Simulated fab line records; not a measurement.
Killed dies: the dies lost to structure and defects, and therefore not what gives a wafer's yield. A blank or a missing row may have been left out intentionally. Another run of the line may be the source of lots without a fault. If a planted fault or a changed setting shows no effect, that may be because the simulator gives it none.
fab line records    flow n5Finfet
record: lots: 11  wafers: 30  lastDay: 17
route steps=1938 shown BEOL_M8@1368 PASSIVATION@1936
lots untouched by any fault: they come from a run of this same line in which no faults occurred
startH: the number of hours between the record's first day and the start of the first shown wafer of the lot    waitH: hours from the lot's prior step to this one    " repeats the value in the row above    L1.1+2: a single row standing in for several wafers    - value missing, or start not given    * or withheld: withheld    < > ~ a bound
route shown NAME@n: a module of which the file shows steps, and the number in the route of the first    usual: the fault-free wafers' mean and standard deviation    same: alike in all rows    chamber/n: place in a boat    sites: per-site readings    _std_site: the values' standard deviation    _edge_site: mean of outer sites minus mean of inner sites    radiusMm: how far each site lies from the wafer's centre    mask NAME#n: copy n    behind: tool/chamber where the wafer was last shaped    hold: the reason the lot was held/the length of the hold in hours/how it ended    device: which transistor (n, p or np) failed to switch    end of line: tests run on the same wafers once the route is complete    where a step has no rows: the recipe by itself    killed: dies that structure and defects cost at the first sort, which is not the same as the wafer's yield    map: a wafer's dies, x killed, . not, _ none there
set.NAME: the run value of the setting; set.NAME@STEP: its run value at that earlier step    model.NAME: the simulator's own value behind a step, which no gauge read
route steps across a sampled set of lots; one table per step, one row per wafer
services: from which hour (startH, from the record's first day; less than 0 if before it) a tool's chamber was out of use, for how many hours, and why
== steps ==
step: N5_BEOL_M8_DESCUM_33
recipe: chemistry: O2  timeS: 7  sourcePowerW: 50  biasPowerW: 20  pressureMtorr: 20  rfFrequencyHz: 2.712e+07  tempC: 40  resist: CAR-EUV  o2FlowSccm: 225
usual: drypumpMotorCurrentA: 5.8/0.42  o2FlowSccm: 224.9/0.65  oesProductAu: 0.83/0.067  rfVppV: 242.5/1.3  showerheadPlenumPTorr: 2.06/0.058  throttleValvePct: 20.40/0.21
lot.wafer  tool        chamber  startH  waitH  drypumpMotorCurrentA  o2FlowSccm  oesProductAu  rfHoursCounterH  rfVppV  showerheadPlenumPTorr  throttleValvePct
L980.1     rieDiel-02  2        220.04  0.0    5.5                   225.3       0.84          77               241.3   2.03                   20.46
L980.2     "           3        "       "      5.5                   225.4       0.91          9                245.1   2.22                   20.05
L982.1     rieDiel-03  1        221.97  0.0    5.5                   224.7       0.92          16               242.0   2.05                   20.62
L982.4     "           2        "       "      5.7                   225.2       0.86          55               242.7   2.01                   20.23
L982.5     "           3        "       "      5.3                   225.2       0.69          -                240.6   1.98                   20.62
L983.1     rieDiel-02  1        234.60  0.0    6.7                   225.9       0.85          54               242.1   2.06                   20.38
L983.4     "           3        "       "      5.5                   225.4       0.90          14               243.5   2.21                   20.04
L983.6     "           3        "       "      5.5                   225.1       0.90          -                246.1   2.21                   20.05
L984.4     rieDiel-04  1        234.76  0.0    5.8                   225.4       0.84          67               243.1   2.04                   20.30
L984.5     "           1        "       "      5.8                   225.1       0.85          -                241.2   2.04                   20.32
L985.1     rieDiel-02  1        253.49  0.3    6.7                   225.1       0.84          61               243.7   2.05                   20.38
L985.5     "           2        "       "      5.5                   224.0       0.83          -                241.9   2.03                   20.48
L985.6     "           3        "       "      5.5                   225.4       0.89          -                244.4   2.21                   20.06
L988.2     rieDiel-02  0        254.59  0.6    5.6                   225.0       0.89          36               242.8   2.14                   20.36
L988.4     "           2        "       "      5.5                   224.4       0.83          88               241.2   2.02                   20.46
L988.5     "           2        "       "      5.5                   225.0       0.83          -                240.8   2.02                   20.47
L986.1     rieDiel-03  0        261.81  0.0    5.4                   224.5       0.88          45               242.5   2.04                   20.46
L986.3     "           3        "       "      5.3                   224.1       0.68          223              242.0   1.98                   20.62
L995.2     rieDiel-04  3        307.51  0.0    6.4                   224.8       0.90          31               243.4   2.12                   20.29
L995.4     "           2        "       "      6.1                   225.2       0.81          115              242.8   2.08                   20.16
L995.6     "           3        "       "      6.4                   224.8       0.89          -                243.6   2.12                   20.28
L997.1     rieDiel-03  1        328.37  0.5    5.5                   225.5       0.87          48               242.3   2.04                   20.67
L997.4     "           0        "       "      5.4                   225.0       0.85          65               241.1   2.03                   20.48
L997.5     "           2        "       "      5.7                   225.6       0.82          -                242.2   2.00                   20.28
L999.3     rieDiel-04  3        328.69  0.7    6.4                   223.3       0.87          38               242.7   2.12                   20.29
L999.5     "           1        "       "      5.8                   225.8       0.80          -                241.2   2.03                   20.36
L999.6     "           2        "       "      6.2                   226.3       0.79          -                242.7   2.08                   20.19
L101.1     rieDiel-04  0        354.45  0.0    5.1                   224.9       0.78          161              241.6   2.02                   20.88
L101.3     "           3        "       "      6.4                   224.6       0.87          48               242.1   2.12                   20.30
L101.4     "           1        "       "      5.8                   224.2       0.80          115              241.3   2.02                   20.38
step: N5_BEOL_M8_ETCH_65
recipe: chemistry: CF4  target: SiARC  targetDepthA: 156  maskMaterial: CAR-EUV  timeS: 26  ionEnergyEv: 80  pressureMtorr: 40  sourceW: 545  biasW: 36  Ar_flow_sccm: 100  cf4FlowSccm: 100  ends: cleared
usual: biasW: 36.00/0.097  drypumpMotorCurrentA: 5.8/0.42  etchRfOnTimeS: 25.8/0.62  oesProductAu: 0.71/0.06  rfVppV: 183.7/1.1  showerheadPlenumPTorr: 2.11/0.061  throttleValvePct: 15.58/0.18
lot.wafer  tool        chamber  startH  waitH  biasW  drypumpMotorCurrentA  etchRfOnTimeS  oesProductAu  rfHoursCounterH  rfVppV  showerheadPlenumPTorr  throttleValvePct
L980.1     rieDiel-02  2        220.09  0.0    35.96  5.5                   25.5           0.72          77               184.7   2.08                   15.59
L980.2     "           3        "       "      35.95  5.6                   25.1           0.80          9                185.4   2.29                   15.36
L982.1     rieDiel-03  1        222.02  0.0    36.19  5.6                   24.7           0.81          16               184.2   2.10                   15.75
L982.4     "           2        "       "      35.97  5.7                   25.5           0.72          55               184.2   2.08                   15.51
L982.5     "           3        "       "      36.20  5.3                   26.6           0.58          -                183.0   2.04                   15.84
L983.1     rieDiel-02  1        234.65  0.0    35.87  6.6                   26.0           0.72          54               182.8   2.09                   15.45
L983.4     "           3        "       "      36.12  5.6                   25.0           0.78          14               186.2   2.29                   15.36
L983.6     "           3        "       "      36.05  5.5                   24.8           0.78          -                185.2   2.29                   15.36
L984.4     rieDiel-04  1        234.81  0.0    36.00  5.8                   25.7           0.73          67               183.7   2.08                   15.41
L984.5     "           1        "       "      35.99  5.8                   25.7           0.73          -                184.7   2.08                   15.37
L985.1     rieDiel-02  1        253.54  0.0    35.97  6.7                   26.0           0.73          61               183.5   2.09                   15.43
L985.5     "           2        "       "      35.99  5.5                   25.7           0.70          -                182.7   2.08                   15.62
L985.6     "           3        "       "      36.02  5.5                   24.9           0.78          -                186.2   2.28                   15.37
L988.2     rieDiel-02  0        254.64  0.0    36.04  5.6                   27.0           0.75          36               183.6   2.17                   15.37
L988.4     "           2        "       "      35.93  5.5                   25.7           0.71          88               183.5   2.08                   15.62
L988.5     "           2        "       "      35.97  5.5                   25.6           0.70          -                183.9   2.08                   15.64
L986.1     rieDiel-03  0        261.86  0.0    35.98  5.4                   26.1           0.75          45               183.6   2.10                   15.66
L986.3     "           3        "       "      36.02  5.3                   26.4           0.58          223              182.3   2.03                   15.87
L995.2     rieDiel-04  3        307.56  0.0    36.00  6.4                   26.2           0.75          31               185.0   2.18                   15.51
L995.4     "           2        "       "      35.98  6.1                   24.9           0.68          115              183.2   2.14                   15.45
L995.6     "           3        "       "      36.04  6.4                   26.1           0.75          -                183.7   2.18                   15.52
L997.1     rieDiel-03  1        328.42  0.0    36.05  5.6                   24.9           0.75          48               184.1   2.09                   15.81
L997.4     "           0        "       "      36.08  5.4                   26.6           0.72          65               183.1   2.09                   15.68
L997.5     "           2        "       "      36.01  5.7                   25.9           0.69          -                183.0   2.07                   15.58
L999.3     rieDiel-04  3        328.75  0.0    35.89  6.4                   26.1           0.76          38               183.9   2.18                   15.51
L999.5     "           1        "       "      35.91  5.8                   26.3           0.69          -                182.3   2.07                   15.47
L999.6     "           2        "       "      36.07  6.2                   24.6           0.68          -                184.9   2.14                   15.47
L101.1     rieDiel-04  0        354.51  0.0    35.84  5.1                   25.7           0.65          161              182.9   2.06                   15.94
L101.3     "           3        "       "      36.07  6.4                   26.0           0.74          48               184.9   2.18                   15.54
L101.4     "           1        "       "      35.93  5.8                   26.5           0.68          115              182.7   2.07                   15.50
step: N5_BEOL_M8_ALD_77
recipe: material: TaN  targetThkA: 20  tempC: 275  aldPrecursorFamily: PDMAT  aldCoReactant: NH3  pressureTorr: 3  carrierFlowSccm: 1500  pulseTimeS: 2  purgeTimeS: 3  coReactantPurgeTimeS: 2  coReactantPulseTimeS: 3  aldCycles: 40  precursorVesselTempC: 75  precursorVesselPressureTorr: 26.25  precursorVesselCarrierSccm: 1000
usual: aldCycles: 40/0  heaterPowerW: 441/41  precursorVesselPressureTorr: 26.25/0.048  precursorVesselTempC: 74.99/0.13
lot.wafer  tool         chamber  startH  waitH  aldCycles  heaterPowerW  precursorVesselPressureTorr  precursorVesselTempC
L980.1     aldMetal-02  0        221.37  0.0    40         415           26.26                        74.98
L980.2     "            1        "       "      40         383           26.28                        74.66
L982.1     aldMetal-02  0        223.41  0.3    40         424           26.25                        74.87
L982.4     "            1        "       "      40         391           26.27                        74.88
L982.5     "            2        "       "      40         453           26.26                        74.91
L983.1     aldMetal-03  3        235.93  0.1    40         441           26.27                        75.07
L983.4     "            1        "       "      40         538           26.30                        74.98
L983.6     "            0        "       "      40         403           26.26                        74.88
L984.4     aldMetal-03  3        236.32  0.2    40         433           26.23                        75.07
L984.5     "            1        "       "      40         524           26.28                        74.94
L985.1     aldMetal-03  0        254.61  0.1    40         402           26.30                        75.08
L985.5     "            1        "       "      29         557           26.13                        74.90
L985.6     "            0        "       "      40         397           26.38                        75.07
L988.2     aldMetal-03  1        256.84  0.1    29         525           26.20                        74.78
L988.4     "            0        "       "      40         400           26.21                        74.91
L988.5     "            0        "       "      40         396           26.26                        75.08
L986.1     aldMetal-01  0        262.92  0.1    40         470           26.33                        74.99
L986.3     "            3        "       "      40         469           26.27                        74.88
L995.2     aldMetal-02  2        309.65  0.3    40         466           26.31                        74.92
L995.4     "            0        "       "      40         421           26.27                        74.98
L995.6     "            2        "       "      40         446           26.30                        75.14
L997.1     aldMetal-02  3        330.43  0.0    40         404           26.27                        74.72
L997.4     "            0        "       "      40         419           26.27                        75.01
L997.5     "            3        "       "      40         405           26.21                        75.02
L999.3     aldMetal-01  0        330.59  0.0    40         463           26.23                        75.13
L999.5     "            3        "       "      40         461           26.28                        75.03
L999.6     "            0        "       "      40         459           26.22                        75.14
L101.1     aldMetal-01  3        355.52  0.0    40         456           26.35                        75.06
L101.3     "            2        "       "      40         477           26.19                        75.11
L101.4     "            0        "       "      40         463           26.25                        74.84
step: N5_BEOL_M8_THK_MEAS_53
recipe: thkMeasGauge: xrf  reads: Cu_of_BEOL_M8_ECD_50
usual: M8_THK: 80.4/1.9
lot.wafer  tool          chamber  startH  waitH  M8_THK[nm]
L980.1     filmMetro-01  -        222.96  -      79.7
L980.2     "             -        "       "      81.0
L982.1     filmMetro-01  -        226.10  -      82.8
L982.4     "             -        "       "      81.4
L982.5     "             -        "       "      78.0
L983.1     filmMetro-02  -        237.56  -      78.8
L983.4     "             -        "       "      82.9
L983.6     "             -        "       "      82.0
L984.4     filmMetro-01  -        238.41  -      80.8
L984.5     "             -        "       "      82.1
L985.1     filmMetro-01  -        257.61  -      79.3
L985.5     "             -        "       "      80.3
L985.6     "             -        "       "      82.3
L988.2     filmMetro-01  -        258.18  -      78.5
L988.4     "             -        "       "      82.0
L988.5     "             -        "       "      81.2
L986.1     filmMetro-02  -        264.18  -      80.4
L986.3     "             -        "       "      78.4
L995.2     filmMetro-02  -        311.70  -      80.6
L995.4     "             -        "       "      81.0
L995.6     "             -        "       "      78.3
L997.1     filmMetro-02  -        331.85  -      83.2
L997.4     "             -        "       "      78.1
L997.5     "             -        "       "      81.2
L999.3     filmMetro-02  -        332.05  -      79.4
L999.5     "             -        "       "      78.9
L999.6     "             -        "       "      80.6
L101.1     filmMetro-01  -        358.36  -      80.5
L101.3     "             -        "       "      82.8
L101.4     "             -        "       "      79.0
step: N5_PASSIVATION_PROBE_49
usual: defectLimitedYield: 91.4/1.4  killed_at_M0_to_M3: 32/10  killed_at_M4_up: 13/5.6  killedAtContacts: 13/6.6  killedAtFrontEnd: 39/13  killedAtOther: 3.4/2.8  killedDies: 101/17  killedOnRim: 14/4.5  killedOpen: 66/13  killedShort: 33/7  sort_bin_4_leakage: 0/0  sort_bin_5_function: 5.0/0.93  sort_bin_6_memory: 3.2/0.65  sortNPass: 1078/17  sortYieldPct: 91.4/1.4
same: grossDies: 1180  killedAtBackSide: 0  sort_bin_8_speed[%]: 0
lot.wafer  tool       chamber  startH  waitH  defectLimitedYield[%]  killed_at_M0_to_M3  killed_at_M4_up  killedAtContacts  killedAtFrontEnd  killedAtOther  killedDies  killedOnRim  killedOpen  killedShort  sort_bin_4_leakage[%]  sort_bin_5_function[%]  sort_bin_6_memory[%]  sortNPass  sortYieldPct[%]
L982.1     prober-02  -        292.74  0.0    90.3                   39                  10               7                 51                8              115         15           70          39           0                      5.7                     3.2                   1065       90.3
L982.4     prober-02  -        292.89  0.2    90.8                   45                  9                16                22                16             108         16           70          38           0                      5.5                     3.0                   1072       90.8
L982.5     prober-02  -        292.94  0.2    89.4                   44                  12               19                46                4              125         15           71          47           0                      6.0                     3.4                   1055       89.4
L980.1     prober-01  -        293.31  0.0    93.6                   26                  11               5                 32                1              75          6            53          22           0                      3.8                     2.3                   1105       93.6
L980.2     prober-01  -        293.36  0.1    90.2                   32                  10               15                55                4              116         18           73          43           0                      6.3                     3.1                   1064       90.2
L984.4     prober-01  -        305.95  0.2    91.1                   19                  13               24                38                11             105         13           66          38           0                      5.3                     3.4                   1075       91.1
L984.5     prober-01  -        306.00  0.2    91.7                   18                  14               15                49                2              98          18           61          28           0                      5.3                     2.3                   1082       91.7
L983.1     prober-02  -        306.64  0.0    90.6                   35                  7                12                53                4              111         13           70          38           0                      5.7                     3.6                   1069       90.6
L983.4     prober-02  -        306.79  0.2    89.2                   36                  15               13                60                3              127         22           92          31           0                      6.3                     3.9                   1053       89.2
L983.6     prober-02  -        306.89  0.3    89.8                   33                  14               14                56                3              120         12           79          39           0                      6.4                     3.3                   1060       89.8
L985.1     prober-02  -        324.99  0.0    92.7                   26                  11               13                33                3              86          10           60          26           0                      3.9                     3.2                   1094       92.7
L985.5     prober-02  -        325.19  0.2    90.5                   29                  12               11                60                0              112         9            82          28           0.08                   5.8                     3.5                   1068       90.5
L985.6     prober-02  -        325.24  0.3    91.4                   26                  10               9                 55                2              102         11           68          31           0                      4.6                     3.9                   1078       91.4
L988.2     prober-02  -        328.88  0.1    94.7                   20                  5                9                 28                0              62          11           44          17           0.08                   3.7                     1.4                   1118       94.7
L988.4     prober-02  -        328.98  0.2    92.5                   19                  4                13                51                1              88          11           60          28           0                      4.7                     2.6                   1092       92.5
L988.5     prober-02  -        329.03  0.2    92.9                   17                  14               17                36                0              84          18           57          24           0                      4.3                     2.3                   1096       92.9
L986.1     prober-01  -        334.95  0.0    90.0                   48                  10               10                47                3              118         17           80          36           0                      5.9                     3.8                   1062       90.0
L986.3     prober-01  -        335.05  0.1    88.8                   45                  20               5                 57                5              132         24           91          37           0                      6.2                     4.2                   1048       88.8
L995.2     prober-02  -        378.13  0.1    93.6                   27                  10               9                 28                2              76          11           51          24           0                      3.6                     2.7                   1104       93.6
L995.4     prober-02  -        378.23  0.2    92.2                   28                  11               11                34                8              92          9            50          41           0                      4.3                     3.3                   1088       92.2
L995.6     prober-02  -        378.33  0.3    91.1                   53                  11               7                 32                2              105         17           59          43           0                      5.3                     3.2                   1075       91.1
L997.1     prober-01  -        395.73  0.0    91.4                   40                  4                15                39                4              102         18           69          33           0                      5.5                     2.9                   1078       91.4
L997.4     prober-01  -        395.88  0.2    91.3                   36                  13               12                38                4              103         15           65          32           0                      4.6                     3.3                   1077       91.3
L997.5     prober-01  -        395.93  0.2    89.4                   40                  17               15                47                6              125         16           76          40           0                      5.8                     3.6                   1055       89.4
L999.3     prober-01  -        402.87  0.1    90.5                   34                  16               33                26                3              112         13           79          31           0                      5.7                     3.7                   1068       90.5
L999.5     prober-01  -        402.97  0.2    92.2                   27                  10               12                40                3              92          13           58          33           0                      4.6                     2.8                   1088       92.2
L999.6     prober-01  -        403.02  0.3    93.6                   29                  6                6                 31                4              76          7            41          34           0                      3.7                     2.3                   1104       93.6
L101.1     prober-02  -        419.08  0.0    91.7                   36                  17               13                32                0              98          6            67          30           0                      4.9                     3.1                   1082       91.7
L101.3     prober-02  -        419.18  0.1    90.0                   41                  10               13                54                0              118         17           71          41           0                      5.5                     3.8                   1062       90.0
L101.4     prober-02  -        419.23  0.2    89.8                   48                  11               20                40                1              120         24           84          36           0                      5.8                     4.1                   1060       89.8
killed by level:class
L982.1 STI_FIN_REVEAL:geometricParticle:open=11 BEOL_M0_SAQP:geometricParticle:short=11 FIN_SAQP:geometricParticle:short=10 BEOL_M0_SAQP:geometricParticle:open=9 FIN_SAQP:geometricParticle:open=7 MOL_CONTACT_COAG:geometricParticle:open=6 BEOL_M2:geometricParticle:open=6 HKMG_FIN:areaEtch=6
L982.4 BEOL_M2:geometricParticle:open=18 STI_FIN_REVEAL:geometricParticle:open=10 MOL_CONTACT_COAG:geometricParticle:open=10 BEOL_M3:geometricParticle:open=9 BEOL_M0_SAQP:geometricParticle:short=7 MOL_CONTACT_COAG:geometricParticle:short=6 BEOL_M0_SAQP:geometricParticle:open=6 FIN_SAQP:geometricParticle:short=4
L982.5 MOL_CONTACT_COAG:geometricParticle:open=15 BEOL_M2:geometricParticle:open=10 BEOL_M0_SAQP:geometricParticle:short=8 FIN_SAQP:geometricParticle:open=7 BEOL_M3:geometricParticle:short=7 HKMG_FIN:areaEtch=7 BEOL_M4:geometricParticle:open=6 STI_FIN_REVEAL:geometricParticle:open=5
L980.1 STI_FIN_REVEAL:geometricParticle:open=13 BEOL_M3:geometricParticle:open=11 FIN_SAQP:geometricParticle:short=5 BEOL_M1:geometricParticle:open=5 BEOL_M4:geometricParticle:open=5 FIN_SAQP:geometricParticle:open=4 MOL_CONTACT_COAG:geometricParticle:open=4 BEOL_M0:geometricParticle:short=3
L980.2 FIN_SAQP:geometricParticle:open=16 MOL_CONTACT_COAG:geometricParticle:open=13 FIN_SAQP:geometricParticle:short=9 GATE_CUT:geometricParticle:short=8 BEOL_M3:geometricParticle:open=8 BEOL_M0_SAQP:geometricParticle:short=7 BEOL_M0_SAQP:geometricParticle:open=7 STI_FIN_REVEAL:geometricParticle:open=4
L984.4 MOL_CONTACT_COAG:geometricParticle:open=20 FIN_SAQP:geometricParticle:short=12 FIN_SAQP:geometricParticle:open=8 BEOL_M5:geometricParticle:open=7 DUMMY_GATE:geometricParticle:open=6 BEOL_M0_SAQP:geometricParticle:short=6 MOL_CONTACT_COAG:geometricParticle:short=4 BEOL_M2:geometricParticle:open=4
L984.5 MOL_CONTACT_COAG:geometricParticle:open=11 FIN_SAQP:geometricParticle:open=9 GATE_CUT:geometricParticle:short=9 BEOL_M2:geometricParticle:open=7 DUMMY_GATE:geometricParticle:open=6 GATE_CUT:geometricParticle:open=6 HKMG_FIN:areaEtch=6 BEOL_M5:geometricParticle:open=4
L983.1 STI_FIN_REVEAL:geometricParticle:open=13 MOL_CONTACT_COAG:geometricParticle:open=10 BEOL_M0_SAQP:geometricParticle:short=10 BEOL_M0_SAQP:geometricParticle:open=9 FIN_SAQP:geometricParticle:open=8 FIN_SAQP:geometricParticle:short=7 GATE_CUT:geometricParticle:short=7 BEOL_M2:geometricParticle:open=7
L983.4 STI_FIN_REVEAL:geometricParticle:open=16 FIN_SAQP:geometricParticle:open=14 MOL_CONTACT_COAG:geometricParticle:open=11 BEOL_M1:geometricParticle:open=7 BEOL_M4:geometricParticle:open=7 BEOL_M0_SAQP:geometricParticle:open=6 BEOL_M3:geometricParticle:open=6 FIN_SAQP:geometricParticle:short=5
L983.6 STI_FIN_REVEAL:geometricParticle:open=13 FIN_SAQP:geometricParticle:short=12 MOL_CONTACT_COAG:geometricParticle:open=10 FIN_SAQP:geometricParticle:open=9 BEOL_M3:geometricParticle:open=8 BEOL_M0_SAQP:geometricParticle:open=7 GATE_CUT:geometricParticle:open=6 BEOL_M0_SAQP:geometricParticle:short=5
L985.1 MOL_CONTACT_COAG:geometricParticle:open=10 STI_FIN_REVEAL:geometricParticle:open=9 BEOL_M2:geometricParticle:open=9 FIN_SAQP:geometricParticle:short=5 BEOL_M1:geometricParticle:open=5 BEOL_M4:geometricParticle:open=5 FIN_SAQP:geometricParticle:open=4 SPACER0:geometricParticle:open=3
L985.5 FIN_SAQP:geometricParticle:open=19 BEOL_M2:geometricParticle:open=14 MOL_CONTACT_COAG:geometricParticle:open=8 BEOL_M1:geometricParticle:open=8 FIN_SAQP:geometricParticle:short=6 STI_FIN_REVEAL:geometricParticle:open=6 DUMMY_GATE:geometricParticle:open=5 BEOL_M4:geometricParticle:open=5
L985.6 STI_FIN_REVEAL:geometricParticle:open=17 MOL_CONTACT_COAG:geometricParticle:open=9 ILD0:geometricParticle:open=6 BEOL_M1:geometricParticle:open=6 FIN_SAQP:geometricParticle:short=5 GATE_CUT:geometricParticle:short=5 BEOL_M2:geometricParticle:open=5 FIN_SAQP:geometricParticle:open=4
L988.2 MOL_CONTACT_COAG:geometricParticle:open=9 STI_FIN_REVEAL:geometricParticle:open=7 GATE_CUT:geometricParticle:open=5 DUMMY_GATE:geometricParticle:open=4 BEOL_M1:geometricParticle:open=4 GATE_CUT:geometricParticle:short=3 BEOL_M3:geometricParticle:open=3 STARTING-WAFER:geometricParticle:short=3
L988.4 FIN_SAQP:geometricParticle:open=14 STI_FIN_REVEAL:geometricParticle:open=13 MOL_CONTACT_COAG:geometricParticle:open=11 BEOL_M0_SAQP:geometricParticle:short=8 BEOL_M0_SAQP:geometricParticle:open=7 STI_FIN_REVEAL:geometricParticle:short=4 DUMMY_GATE:geometricParticle:short=4 DUMMY_GATE:geometricParticle:open=4
L988.5 MOL_CONTACT_COAG:geometricParticle:open=14 FIN_SAQP:geometricParticle:short=6 BEOL_M0_SAQP:geometricParticle:open=6 BEOL_M0_SAQP:geometricParticle:short=6 STI_FIN_REVEAL:geometricParticle:open=5 DUMMY_GATE:geometricParticle:open=4 BEOL_M4:geometricParticle:open=4 BEOL_M7:geometricParticle:open=4
L986.1 BEOL_M2:geometricParticle:open=13 MOL_CONTACT_COAG:geometricParticle:open=10 FIN_SAQP:geometricParticle:open=9 FIN_SAQP:geometricParticle:short=8 BEOL_M0_SAQP:geometricParticle:open=8 BEOL_M3:geometricParticle:open=7 DUMMY_GATE:geometricParticle:open=6 BEOL_M0_SAQP:geometricParticle:short=6
L986.3 BEOL_M2:geometricParticle:open=17 BEOL_M3:geometricParticle:open=11 BEOL_M4:geometricParticle:open=11 FIN_SAQP:geometricParticle:open=10 GATE_CUT:geometricParticle:short=9 FIN_SAQP:geometricParticle:short=6 DUMMY_GATE:geometricParticle:open=6 GATE_CUT:geometricParticle:open=6
L995.2 MOL_CONTACT_COAG:geometricParticle:open=9 FIN_SAQP:geometricParticle:short=8 BEOL_M0_SAQP:geometricParticle:open=8 DUMMY_GATE:geometricParticle:open=5 BEOL_M0_SAQP:geometricParticle:short=5 STI_FIN_REVEAL:geometricParticle:open=4 BEOL_M4:geometricParticle:open=4 BEOL_M3:geometricParticle:open=4
L995.4 GATE_CUT:geometricParticle:short=9 MOL_CONTACT_COAG:geometricParticle:open=9 BEOL_M0_SAQP:geometricParticle:short=8 GATE_CUT:geometricParticle:open=7 BEOL_M2:geometricParticle:open=6 PASS1_CAP:geometricParticle:short=5 STI_FIN_REVEAL:geometricParticle:open=3 DUMMY_GATE:geometricParticle:open=3
L995.6 BEOL_M1:geometricParticle:short=9 FIN_SAQP:geometricParticle:open=8 BEOL_M0_SAQP:geometricParticle:short=8 BEOL_M1:geometricParticle:open=8 BEOL_M2:geometricParticle:open=7 FIN_SAQP:geometricParticle:short=6 BEOL_M3:geometricParticle:open=6 DUMMY_GATE:geometricParticle:open=5
L997.1 MOL_CONTACT_COAG:geometricParticle:open=12 BEOL_M0_SAQP:geometricParticle:short=11 STI_FIN_REVEAL:geometricParticle:open=10 FIN_SAQP:geometricParticle:open=9 BEOL_M0_SAQP:geometricParticle:open=9 BEOL_M3:geometricParticle:open=8 DUMMY_GATE:geometricParticle:open=6 BEOL_M3:geometricParticle:short=6
L997.4 BEOL_M3:geometricParticle:open=11 BEOL_M0_SAQP:geometricParticle:open=10 STI_FIN_REVEAL:geometricParticle:open=9 MOL_CONTACT_COAG:geometricParticle:open=8 DUMMY_GATE:geometricParticle:open=6 HKMG_FIN:areaEtch=6 BEOL_M0_SAQP:geometricParticle:short=5 BEOL_M4:geometricParticle:short=5
L997.5 BEOL_M0_SAQP:geometricParticle:short=11 MOL_CONTACT_COAG:geometricParticle:open=9 BEOL_M0_SAQP:geometricParticle:open=8 HKMG_FIN:areaEtch=8 FIN_SAQP:geometricParticle:open=7 DUMMY_GATE:geometricParticle:open=7 MOL_CONTACT_COAG:geometricParticle:short=6 BEOL_M1:geometricParticle:open=6
L999.3 MOL_CONTACT_COAG:geometricParticle:open=21 MOL_CONTACT_COAG:geometricParticle:short=11 BEOL_M2:geometricParticle:open=11 BEOL_M4:geometricParticle:open=8 BEOL_M1:geometricParticle:open=7 BEOL_M0_SAQP:geometricParticle:short=6 FIN_SAQP:geometricParticle:open=4 STI_FIN_REVEAL:geometricParticle:open=4
L999.5 FIN_SAQP:geometricParticle:short=13 FIN_SAQP:geometricParticle:open=11 MOL_CONTACT_COAG:geometricParticle:open=10 BEOL_M0_SAQP:geometricParticle:short=7 BEOL_M2:geometricParticle:open=7 BEOL_M3:geometricParticle:open=6 DUMMY_GATE:geometricParticle:open=5 BEOL_M0_SAQP:geometricParticle:open=5
L999.6 BEOL_M2:geometricParticle:open=14 FIN_SAQP:geometricParticle:short=8 FIN_SAQP:geometricParticle:open=5 STARTING-WAFER:geometricParticle:short=5 MOL_CONTACT_COAG:geometricParticle:open=4 BEOL_M0_SAQP:geometricParticle:short=4 BEOL_M2:geometricParticle:short=4 STI_FIN_REVEAL:geometricParticle:open=3
L101.1 STI_FIN_REVEAL:geometricParticle:open=12 MOL_CONTACT_COAG:geometricParticle:open=12 FIN_SAQP:geometricParticle:open=9 BEOL_M3:geometricParticle:open=8 BEOL_M0_SAQP:geometricParticle:open=6 BEOL_M0_SAQP:geometricParticle:short=6 BEOL_M1:geometricParticle:short=6 BEOL_M1:geometricParticle:open=4
L101.3 STI_FIN_REVEAL:geometricParticle:open=14 BEOL_M0_SAQP:geometricParticle:short=11 FIN_SAQP:geometricParticle:open=9 MOL_CONTACT_COAG:geometricParticle:open=9 FIN_SAQP:geometricParticle:short=8 BEOL_M0_SAQP:geometricParticle:open=8 BEOL_M1:geometricParticle:open=8 BEOL_M3:geometricParticle:open=6
L101.4 MOL_CONTACT_COAG:geometricParticle:open=16 STI_FIN_REVEAL:geometricParticle:open=15 FIN_SAQP:geometricParticle:open=12 BEOL_M0_SAQP:geometricParticle:short=10 BEOL_M1:geometricParticle:open=9 BEOL_M0_SAQP:geometricParticle:open=9 BEOL_M1:geometricParticle:short=8 FIN_SAQP:geometricParticle:short=4
== services ==
tool         chamber  startH  hours  kind
aldMetal-02  0        198.39  3.3    repair
rieDiel-04   3        212.00  -      clean
rieDiel-04   3        212.00  -      consumableReplace:focusRing
rieDiel-04   3        212.00  22.3   scheduledDown
rieDiel-04   3        212.00  22.3   ventCycle
aldMetal-03  2        235.62  5.8    repair
aldMetal-03  1        241.96  5.4    repair
rieDiel-04   0        259.93  44.6   repair
aldMetal-03  -        285.70  8.7    pm
rieDiel-03   1        300.65  1.3    repair
aldMetal-02  -        306.27  0.4    repair
aldMetal-03  3        314.87  15.0   repair
rieDiel-04   0        315.19  1.6    repair
rieDiel-02   -        322.39  0.2    repair
aldMetal-03  -        337.25  14.0   pm
aldMetal-03  0        337.25  14.0   ventCycle
aldMetal-02  -        341.47  8.7    pm
rieDiel-03   3        345.01  -      clean
rieDiel-03   3        345.01  -      consumableReplace:focusRing
rieDiel-03   3        345.01  -      consumableReplace:showerhead
rieDiel-03   3        345.01  15.3   scheduledDown
rieDiel-03   3        345.01  15.3   ventCycle
rieDiel-03   2        351.86  1.3    repair
rieDiel-02   1        352.68  16.7   repair
== key ==
firstSign: step: N5_BEOL_M8_ALD_77  reading: aldCycles  direction: down  sigmas: 99+  usual: *  struck: *
effect none on later readings
metAt N5_BEOL_M8_ALD_77
struckLots L985,L988
struckWafers L985.5,L988.2
notActingAt N5_BEOL_M8_DESCUM_33,N5_BEOL_M8_ETCH_65,N5_BEOL_M8_THK_MEAS_53
onsetBetween 236.32 254.61
fault: kind: processParameterDrift  tool: aldMetal-03  chamber: 1  onsetH: 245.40  steps: N5_BEOL_M8_ALD_77  channel: aldCycles  offset: *  shape: step  endH: 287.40  actsIn: *  stated: *
